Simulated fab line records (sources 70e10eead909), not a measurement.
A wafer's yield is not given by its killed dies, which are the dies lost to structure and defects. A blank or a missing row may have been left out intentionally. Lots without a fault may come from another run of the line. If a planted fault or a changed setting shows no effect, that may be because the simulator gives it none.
A lot that was struck, set against a sound lot || flow nand_harc || 24 out of 1159 route steps
Sound: the wafers L653.3, L653.4, L653.6. Wafers struck: L670.1, L670.2, L670.4. The cause is given at the end.
For every step that has rows: the tool of each side, followed by ch and its chambers, followed by its first start. Under that, the readings that differ: sound wafers || struck wafers || difference of the means || sigmas: that difference in standard deviations of wafers without a fault.
alike: words and numbers the same on both sides, and readings whose means are apart by under 2 such deviations; not compared: readings that were withheld, readings missing a value for some wafer, numbers with overlapping values and no deviation given by the record, and bounds like >300 which may hide the same value.
The two part at a step that has a row with sigmas, a row that says differs or no value, or rows on one side only. When numbers do not overlap yet have no deviation, they are printed without sigmas and do not part them. A reading missing from all wafers of one side parts the sides only when that side holds two or more wafers.

NHARC_P_CONTACT_DEP_00: deposits SiO2, target thk 500 nm.
  sound on pecvd-01 ch 0,1; struck on pecvd-01 ch 0,1,2
  alike: heater_power_w, rf_fwd_power_W, susceptor_temp_C, throttle_valve_pct
NHARC_P_CONTACT_CMP_01: polishes SiO2, target thk 200 nm.
  sound on cmp-02 ch 1,2, day 6 06:16; struck on cmp-03 ch 0,1,2, day 10 14:23
  alike: motor_current_A
then, 9 steps without rows for these wafers: NHARC_P_CONTACT_SRD_03; NHARC_P_CONTACT_DEHYDRATE_04 (time 120 s); NHARC_P_CONTACT_HMDS_05 (time 30 s); NHARC_P_CONTACT_COAT_33 (time 75 s); NHARC_P_CONTACT_COAT_34 (time 65 s); NHARC_P_CONTACT_COAT_06 (resist thk 90 nm); NHARC_P_CONTACT_SOFTBAKE_07 (time 55 s); NHARC_P_CONTACT_EBR_08; NHARC_P_CONTACT_EXPOSE_09 (exposes mask P CA, target cd 90 nm).
NHARC_P_CONTACT_PEB_10: peb time 65 s.
  sound on litho_track-04 ch 0, day 6 06:52; struck on litho_track-01 ch 0, day 10 15:08
{"reading": "heater_power_total_W (W)", "sound": "156.8 156.1 156.7", "struck": "168.5 168.1 169.1", "difference": "+12.0", "sigmas": "+29"}
{"reading": "plate_temp_C (C)", "sound": "99.97 99.99 100.06", "struck": "105.51 105.46 105.52", "difference": "+5.49", "sigmas": "+42"}
then, 1 step without rows for these wafers: NHARC_P_CONTACT_DEVELOP_11 (develop time 35 s).
NHARC_P_CONTACT_CD_MEAS_12: target cd 90 nm.
  sound on cd_sem-02 ch 0, day 6 06:58; struck on cd_sem-02 ch 0, day 10 15:13
{"reading": "cd_nm (nm)", "sound": "89.4 89.9 90.2", "struck": "107.5 107.5 107.5", "difference": "+17.7", "sigmas": "+25"}
NHARC_P_CONTACT_OVL_MEAS_13:
  sound on overlay-02 at day 6 07:02; struck on overlay-01 at day 10 15:18
  alike: overlay_x_nm, overlay_y_nm
NHARC_P_CONTACT_INSPECT_14:
  sound on defect_inspect-01 at day 6 07:05; struck on defect_inspect-02 at day 10 15:20
  alike: raw_defect_count
NHARC_P_CONTACT_DESCUM_17: chemistry O2, time 3 s.
  sound on rie_diel-05 ch 0,2, day 6 07:08; struck on rie_diel-08 ch 1,2, day 10 15:25
{"reading": "model.P_CONTACT.cd_nm (nm)", "sound": "88.88 89.76 90.48", "struck": "108.1 108.5 107.7", "difference": "+18.4", "sigmas": ""}
  alike: drypump_motor_current_A, oes_product_au, rf_vpp_V, showerhead_plenum_p_Torr, throttle_valve_pct
  not compared: rf_hours_counter_h
NHARC_P_CONTACT_ETCH_35: etches the open film in CF4, target depth 39 nm, time 65 s.
  sound on rie_diel-05 ch 1,2,3, day 6 07:14; struck on rie_diel-08 ch 1,3, day 10 15:58
{"reading": "rf_fwd_power_W (W)", "sound": "294.5 295.5 295.7", "struck": "297.8 298.4 297.5", "difference": "+2.7", "sigmas": "+2"}
  alike: drypump_motor_current_A, oes_product_au, rf_vpp_V, showerhead_plenum_p_Torr, throttle_valve_pct
  not compared: rf_hours_counter_h
NHARC_P_CONTACT_ETCH_36: etches the open film in N2/H2, target depth 260 nm, time 406.25 s.
  sound on rie_diel-05 ch 1,3; struck on rie_diel-08 ch 1,2
  alike: drypump_motor_current_A, n2_flow_sccm, oes_product_au, rf_fwd_power_W, rf_vpp_V, showerhead_plenum_p_Torr, throttle_valve_pct
  not compared: rf_hours_counter_h
NHARC_P_CONTACT_ETCH_18: etches the open film in C4F8/O2/Ar, target depth 481 nm, time 240.5 s.
  sound on rie_diel-05 ch 1,2; struck on rie_diel-08 ch 1,2,3
  alike: oes_product_au, rf_fwd_power_W, rf_vpp_V
  not compared: rf_hours_counter_h
then, 1 step without rows for these wafers: NHARC_P_CONTACT_STRIP_37 (strips in C4F8/O2/Ar).
NHARC_P_CONTACT_ETCH_31: etches the open film in CH3F/O2, target depth 30 nm, time 85.7 s.
  sound on rie_diel-05 ch 0,2,3; struck on rie_diel-08 ch 1,2,3
{"reading": "model.P_CONTACT.cd_nm (nm)", "sound": "88.76 90.81 89.22", "struck": "105.2 106.9 107.2", "difference": "+16.8", "sigmas": ""}
  alike: drypump_motor_current_A, oes_product_au, rf_fwd_power_W, rf_vpp_V, showerhead_plenum_p_Torr, throttle_valve_pct
  not compared: rf_hours_counter_h
NHARC_P_CONTACT_CD_MEAS_19:
  sound on cd_sem-01 at day 6 08:01; struck on cd_sem-02 at day 10 16:56
{"reading": "cd_nm (nm)", "sound": "88.7 91.0 89.4", "struck": "105.5 106.9 107.4", "difference": "+16.9", "sigmas": "+11"}
-- the record jumps here: 14 days lie between the struck wafers' starts before and after (it left off in module P_CONTACT and takes up again in module END, whose first step shown is number 1159 of the route) --
NHARC_END_SORT_01:
  the record has rows for the struck wafers here (prober-01 ch 0, day 24 06:06) and none for the sound ones

== WHERE THEY PART ==
At NHARC_P_CONTACT_PEB_10 first; at NHARC_END_SORT_01 last (within this record only).

WHY: the cause the simulator had injected
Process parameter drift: litho_track-01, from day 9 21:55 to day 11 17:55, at NHARC_P_CONTACT_PEB_10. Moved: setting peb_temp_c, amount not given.
